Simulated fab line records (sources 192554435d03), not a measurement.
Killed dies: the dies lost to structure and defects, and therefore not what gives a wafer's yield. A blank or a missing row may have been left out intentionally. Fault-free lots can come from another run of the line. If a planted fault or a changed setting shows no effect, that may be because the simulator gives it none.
Chamber matching || flow n5Finfet || 4 sister chambers for N5_BEOL_M4_ETCH_70 on rieDiel-03
The step etches SOC in N2/H2, target depth 80 nm, overetch 24 nm, time 130 s. 27 wafers are shown with their chamber, then 12 later ones without.

WAFERS WITH THEIR CHAMBER
{"wafer": "L075.2", "chamber": 0, "drypumpMotorCurrentA (A)": 5.3, "showerheadPlenumPTorr (Torr)": 2.66, "oesProductAu (a.u.)": 0.59}
{"wafer": "L075.4", "chamber": 2, "drypumpMotorCurrentA (A)": 5.2, "showerheadPlenumPTorr (Torr)": 2.52, "oesProductAu (a.u.)": 0.57}
{"wafer": "L075.5", "chamber": 2, "drypumpMotorCurrentA (A)": 5.2, "showerheadPlenumPTorr (Torr)": 2.52, "oesProductAu (a.u.)": 0.57}
{"wafer": "L076.1", "chamber": 2, "drypumpMotorCurrentA (A)": 5.2, "showerheadPlenumPTorr (Torr)": 2.52, "oesProductAu (a.u.)": 0.56}
{"wafer": "L076.3", "chamber": 1, "drypumpMotorCurrentA (A)": 5.4, "showerheadPlenumPTorr (Torr)": 2.56, "oesProductAu (a.u.)": 0.57}
{"wafer": "L076.4", "chamber": 0, "drypumpMotorCurrentA (A)": 5.3, "showerheadPlenumPTorr (Torr)": 2.66, "oesProductAu (a.u.)": 0.60}
{"wafer": "L077.1", "chamber": 0, "drypumpMotorCurrentA (A)": 5.3, "showerheadPlenumPTorr (Torr)": 2.66, "oesProductAu (a.u.)": 0.60}
{"wafer": "L077.4", "chamber": 1, "drypumpMotorCurrentA (A)": 5.4, "showerheadPlenumPTorr (Torr)": 2.56, "oesProductAu (a.u.)": 0.57}
{"wafer": "L077.6", "chamber": 1, "drypumpMotorCurrentA (A)": 5.4, "showerheadPlenumPTorr (Torr)": 2.56, "oesProductAu (a.u.)": 0.56}
{"wafer": "L079.1", "chamber": 0, "drypumpMotorCurrentA (A)": 5.4, "showerheadPlenumPTorr (Torr)": 2.66, "oesProductAu (a.u.)": 0.59}
{"wafer": "L079.3", "chamber": 1, "drypumpMotorCurrentA (A)": 5.4, "showerheadPlenumPTorr (Torr)": 2.56, "oesProductAu (a.u.)": 0.56}
{"wafer": "L079.5", "chamber": 0, "drypumpMotorCurrentA (A)": 5.4, "showerheadPlenumPTorr (Torr)": 2.66, "oesProductAu (a.u.)": 0.59}
{"wafer": "L080.1", "chamber": 0, "drypumpMotorCurrentA (A)": 5.3, "showerheadPlenumPTorr (Torr)": 2.66, "oesProductAu (a.u.)": 0.59}
{"wafer": "L080.2", "chamber": 2, "drypumpMotorCurrentA (A)": 5.2, "showerheadPlenumPTorr (Torr)": 2.52, "oesProductAu (a.u.)": 0.56}
{"wafer": "L080.4", "chamber": 2, "drypumpMotorCurrentA (A)": 5.1, "showerheadPlenumPTorr (Torr)": 2.52, "oesProductAu (a.u.)": 0.56}
{"wafer": "L081.1", "chamber": 2, "drypumpMotorCurrentA (A)": 5.2, "showerheadPlenumPTorr (Torr)": 2.52, "oesProductAu (a.u.)": 0.56}
{"wafer": "L081.2", "chamber": 1, "drypumpMotorCurrentA (A)": 5.4, "showerheadPlenumPTorr (Torr)": 2.55, "oesProductAu (a.u.)": 0.56}
{"wafer": "L081.3", "chamber": 0, "drypumpMotorCurrentA (A)": 5.3, "showerheadPlenumPTorr (Torr)": 2.66, "oesProductAu (a.u.)": 0.58}
{"wafer": "L083.1", "chamber": 0, "drypumpMotorCurrentA (A)": 5.4, "showerheadPlenumPTorr (Torr)": 2.65, "oesProductAu (a.u.)": 0.58}
{"wafer": "L083.2", "chamber": 1, "drypumpMotorCurrentA (A)": 5.4, "showerheadPlenumPTorr (Torr)": 2.55, "oesProductAu (a.u.)": 0.56}
{"wafer": "L083.4", "chamber": 3, "drypumpMotorCurrentA (A)": 5.9, "showerheadPlenumPTorr (Torr)": 2.61, "oesProductAu (a.u.)": 0.69}
{"wafer": "L085.2", "chamber": 0, "drypumpMotorCurrentA (A)": 5.3, "showerheadPlenumPTorr (Torr)": 2.65, "oesProductAu (a.u.)": 0.58}
{"wafer": "L085.3", "chamber": 3, "drypumpMotorCurrentA (A)": 5.9, "showerheadPlenumPTorr (Torr)": 2.60, "oesProductAu (a.u.)": 0.68}
{"wafer": "L085.6", "chamber": 1, "drypumpMotorCurrentA (A)": 5.4, "showerheadPlenumPTorr (Torr)": 2.55, "oesProductAu (a.u.)": 0.55}
{"wafer": "L088.1", "chamber": 1, "drypumpMotorCurrentA (A)": 5.4, "showerheadPlenumPTorr (Torr)": 2.55, "oesProductAu (a.u.)": 0.55}
{"wafer": "L088.2", "chamber": 2, "drypumpMotorCurrentA (A)": 5.2, "showerheadPlenumPTorr (Torr)": 2.51, "oesProductAu (a.u.)": 0.55}
{"wafer": "L088.5", "chamber": 3, "drypumpMotorCurrentA (A)": 5.9, "showerheadPlenumPTorr (Torr)": 2.60, "oesProductAu (a.u.)": 0.68}

SIGNATURES, as means of the wafers listed above
{"reading": "drypumpMotorCurrentA", "chamber 0": 5.333, "chamber 1": 5.400, "chamber 2": 5.186, "chamber 3": 5.900, "scatter within a chamber": 0.0352}
{"reading": "showerheadPlenumPTorr", "chamber 0": 2.6578, "chamber 1": 2.5550, "chamber 2": 2.5186, "chamber 3": 2.6033, "scatter within a chamber": 0.0047}
{"reading": "oesProductAu", "chamber 0": 0.5889, "chamber 1": 0.5600, "chamber 2": 0.5614, "chamber 3": 0.6833, "scatter within a chamber": 0.00735}
Rule: for a wafer and a chamber, the distance is found by dividing, reading by reading, the gap between the wafer's reading and the chamber's mean by the reading's scatter, squaring, summing and taking the root. The wafer belongs to the nearest chamber; if the next one is less than 2 further off, it can't be placed. The scatter is the square root of a quotient: the sum, over the shown wafers, of each reading's squared deviation from its chamber's mean, divided by wafers minus chambers.

WAFERS WHOSE CHAMBER IS MISSING
{"wafer": "L087.2", "drypumpMotorCurrentA (A)": 5.4, "showerheadPlenumPTorr (Torr)": 2.65, "oesProductAu (a.u.)": 0.57}
{"wafer": "L087.4", "drypumpMotorCurrentA (A)": 5.2, "showerheadPlenumPTorr (Torr)": 2.51, "oesProductAu (a.u.)": 0.55}
{"wafer": "L087.6", "drypumpMotorCurrentA (A)": 5.2, "showerheadPlenumPTorr (Torr)": 2.51, "oesProductAu (a.u.)": 0.55}
{"wafer": "L089.1", "drypumpMotorCurrentA (A)": 5.3, "showerheadPlenumPTorr (Torr)": 2.65, "oesProductAu (a.u.)": 0.58}
{"wafer": "L089.5", "drypumpMotorCurrentA (A)": 5.2, "showerheadPlenumPTorr (Torr)": 2.51, "oesProductAu (a.u.)": 0.55}
{"wafer": "L089.6", "drypumpMotorCurrentA (A)": 5.4, "showerheadPlenumPTorr (Torr)": 2.55, "oesProductAu (a.u.)": 0.55}
{"wafer": "L091.2", "drypumpMotorCurrentA (A)": 5.9, "showerheadPlenumPTorr (Torr)": 2.60, "oesProductAu (a.u.)": 0.65}
{"wafer": "L091.3", "drypumpMotorCurrentA (A)": 5.4, "showerheadPlenumPTorr (Torr)": 2.54, "oesProductAu (a.u.)": 0.55}
{"wafer": "L091.4", "drypumpMotorCurrentA (A)": 5.4, "showerheadPlenumPTorr (Torr)": 2.65, "oesProductAu (a.u.)": 0.57}
{"wafer": "L096.1", "drypumpMotorCurrentA (A)": 5.4, "showerheadPlenumPTorr (Torr)": 2.54, "oesProductAu (a.u.)": 0.54}
{"wafer": "L096.2", "drypumpMotorCurrentA (A)": 5.2, "showerheadPlenumPTorr (Torr)": 2.50, "oesProductAu (a.u.)": 0.54}
{"wafer": "L096.3", "drypumpMotorCurrentA (A)": 5.2, "showerheadPlenumPTorr (Torr)": 2.50, "oesProductAu (a.u.)": 0.54}

THE CHAMBER EACH PASSED THROUGH
{"wafer": "L087.2", "from the rows above": 0, "in truth": 0}
{"wafer": "L087.4", "from the rows above": 2, "in truth": 2}
{"wafer": "L087.6", "from the rows above": 2, "in truth": 2}
{"wafer": "L089.1", "from the rows above": 0, "in truth": 0}
{"wafer": "L089.5", "from the rows above": 2, "in truth": 2}
{"wafer": "L089.6", "from the rows above": 1, "in truth": 1}
{"wafer": "L091.2", "from the rows above": 3, "in truth": 3}
{"wafer": "L091.3", "from the rows above": 1, "in truth": 1}
{"wafer": "L091.4", "from the rows above": 0, "in truth": 0}
{"wafer": "L096.1", "from the rows above": 1, "in truth": 1}
{"wafer": "L096.2", "from the rows above": 2, "in truth": 2}
{"wafer": "L096.3", "from the rows above": 2, "in truth": 2}
Correct placement for 12 of the 12. Number that these rows cannot place: 0. 0 placed wrongly.
